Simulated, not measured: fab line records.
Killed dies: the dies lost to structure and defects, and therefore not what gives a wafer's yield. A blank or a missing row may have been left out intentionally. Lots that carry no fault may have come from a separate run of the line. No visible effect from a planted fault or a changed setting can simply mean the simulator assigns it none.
A lot that was struck, set against a sound lot :: flow n5 finfet :: 17 out of 1938 route steps
Sound: wafers L868.2, L868.4, L868.6. Struck: wafers L879.2, L879.6 (left out: L879.5, a lot-mate that was not struck); the cause follows at the end.
At each step with rows: each side's tool, then ch and its chambers, then its first start. Under that, the readings that differ: sound wafers :: struck wafers :: difference of the means :: sigmas: that difference in standard deviations of wafers without a fault.
alike: readings with means less than 2 such deviations apart, plus words and numbers identical on both sides. not compared: withheld readings, readings lacking a value on some wafer, bounds such as >300 that could conceal the same value, and numbers that have no deviation in the record and whose values overlap.
Wherever a step has rows on one side only, a row that says differs or no value, or a row with sigmas, the two part there. Numbers that don't overlap but have no deviation are shown without sigmas and don't part them. A reading missing from all wafers of one side parts the sides only when that side holds two or more wafers.

N5_SDB_OVL_MEAS_12:
  sound on overlay-01 ch 0, day 3 21:27; struck on overlay-01 ch 0, day 6 17:36
  alike: SDB_OVL
N5_SDB_INSPECT_13: inspects for defects (brightfield).
  sound on defect inspect-01 at day 3 21:28; struck on defect inspect-02 at day 6 17:37
  alike: raw defect count
N5_SDB_DESCUM_16: chemistry O2, time 7.9 s.
  sound on rie diel-04 ch 0,2,3, day 3 21:31; struck on rie diel-02 ch 2, day 6 17:51
  alike: drypump motor current A, oes product au, rf vpp V, showerhead plenum p Torr, throttle valve pct
  not compared: rf hours counter h
then, 1 step without rows for these wafers: N5_SDB_ETCH_17 (etches SiARC in CF4, target depth 23.4 nm, time 39 s).
N5_SDB_ETCH_18: etches SOC in N2/H2, target depth 100 nm, overetch 20 nm, time 150 s.
  sound on rie diel-04 ch 0,2,3, day 3 21:35; struck on rie diel-02 ch 2, day 6 17:56
  alike: bias w, drypump motor current A, oes product au, rf vpp V, showerhead plenum p Torr, throttle valve pct
  not compared: rf hours counter h
then, 1 step without rows for these wafers: N5_SDB_STRIP_19 (strips in N2/H2).
N5_SDB_STRIP_21: strips in CF4.
  sound on rie diel-04 ch 0,2,3, day 3 21:44; struck on rie diel-02 ch 2, day 6 18:04
  alike: drypump motor current A, oes product au, rf vpp V, showerhead plenum p Torr, throttle valve pct
  not compared: rf hours counter h
then, 1 step without rows for these wafers: N5_SDB_HM_OPEN_20 (chemistry CH3F/O2, target SiNx, stops on poly-Si, target depth 24 nm).
N5_SDB_STRIP_22: strips in N2/H2.
  sound on plasma asher-02 ch 0,1, day 3 21:50; struck on plasma asher-02 ch 0,1, day 6 18:10
  alike: drypump motor current A, heater power w, oes product au, strip time to endpoint s
  not compared: rf hours counter h
then, 2 steps without rows for these wafers: N5_SDB_PRECLEAN_23 (cleans in dHF, time 30 s); N5_SDB_DUMMY_REMOVE_24 (chemistry TMAH, target poly-Si, stops on SiO2, target depth 142 nm, time 57 s, rinse time 30 s).
N5_SDB_ETCH_25: etches SiO2 in C4F6/O2, target depth 10 nm, time 3.3 s.
  sound on rie diel-02 ch 0,1,2, day 3 22:32; struck on rie diel-04 ch 3, day 6 18:29
reading: mfc ar sccm (sccm)
sound: 299.1 300.7 301.3
struck: 297.2 299.1
difference: -2.2
sigmas: -2
  alike: bias w, drypump motor current A, oes product au, rf vpp V, showerhead plenum p Torr, throttle valve pct
  not compared: rf hours counter h
N5_SDB_CUT_ETCH_26: etches Si in HBr/Cl2/O2, target depth 129.6 nm, bt time 20 s, time 51.8 s.
  sound on rie si-06 ch 1,3, day 3 22:37; struck on rie si-01 ch 1,2, day 6 18:35
reading: HBr_flow_sccm (sccm)
sound: 149.6 149.3 149.7
struck: 151.1 150.0
difference: +1.0
sigmas: +2

reading: model.etch.depth nm (nm)
sound: 124.6 128.4 124.1
struck: 108.1 102.2
difference: -20.5
sigmas: 

reading: model.SDB.feature depth nm (nm)
sound: 124.6 128.4 124.2
struck: 108.2 102.2
difference: -20.5
sigmas: 

reading: model.SiNx_of_SDB_HM_DEP_00.thk nm (nm)
sound: 22.6 22.6 23.8
struck: 24.4 25.6
difference: +2.0
sigmas: 
  alike: drypump motor current A, oes product au, throttle valve pct
  not compared: bias w, rf hours counter h
N5_SDB_PRECLEAN_38: cleans in dHF, time 10 s.
  sound on wet bench-05 ch 0,3,7, day 3 22:45; struck on wet bench-01 ch 0,3, day 6 18:41
reading: model.SiNx_of_SDB_HM_DEP_00.thk nm (nm)
sound: 22.6 22.4 23.8
struck: 24.4 25.6
difference: +2.1
sigmas: 
then, 1 step without rows for these wafers: N5_SDB_PRECLEAN_39 (cleans in O3/DIW, time 45 s).
-- the record jumps here: 5 days lie between the struck wafers' starts before and after (it left off in module SDB and takes up again in module BEOL_M4, whose first step shown is number 1111 of the route) --
N5_BEOL_M4_RC_MEAS_101:
  sound on prober-01 ch 0, day 7 20:33; struck on prober-02 ch 0, day 11 11:55
  alike: DIBL_N, DIBL_P, IOFF_N, IOFF_P, ION_N, ION_P, SS_N, SS_P, VT_N, VT_P
-- record jumps: 5 days separate the struck wafers' starts on either side; left off in module BEOL_M4, taken up again in module PASSIVATION, whose first shown step is the route's number 1936 --
N5_PASSIVATION_PROBE_49:
  sound on prober-02 at day 12 23:08; struck on prober-02 at day 16 02:47
  alike: defect limited yield, killed_at_M0_to_M3, killed_at_M4_up, killed at contacts, killed at front end, killed at other, killed dies, killed on rim, killed open, killed short, sort_bin_5_function, sort_bin_6_memory, sort_bin_8_speed, sort n pass, sort yield pct

WHERE THEY PART
Last at N5_SDB_CUT_ETCH_26 as far as this record goes, first at N5_SDB_ETCH_25. Later steps at which nothing parts them and some readings are alike: N5_BEOL_M4_RC_MEAS_101, N5_PASSIVATION_PROBE_49.

WHY: what had been put in by the simulator
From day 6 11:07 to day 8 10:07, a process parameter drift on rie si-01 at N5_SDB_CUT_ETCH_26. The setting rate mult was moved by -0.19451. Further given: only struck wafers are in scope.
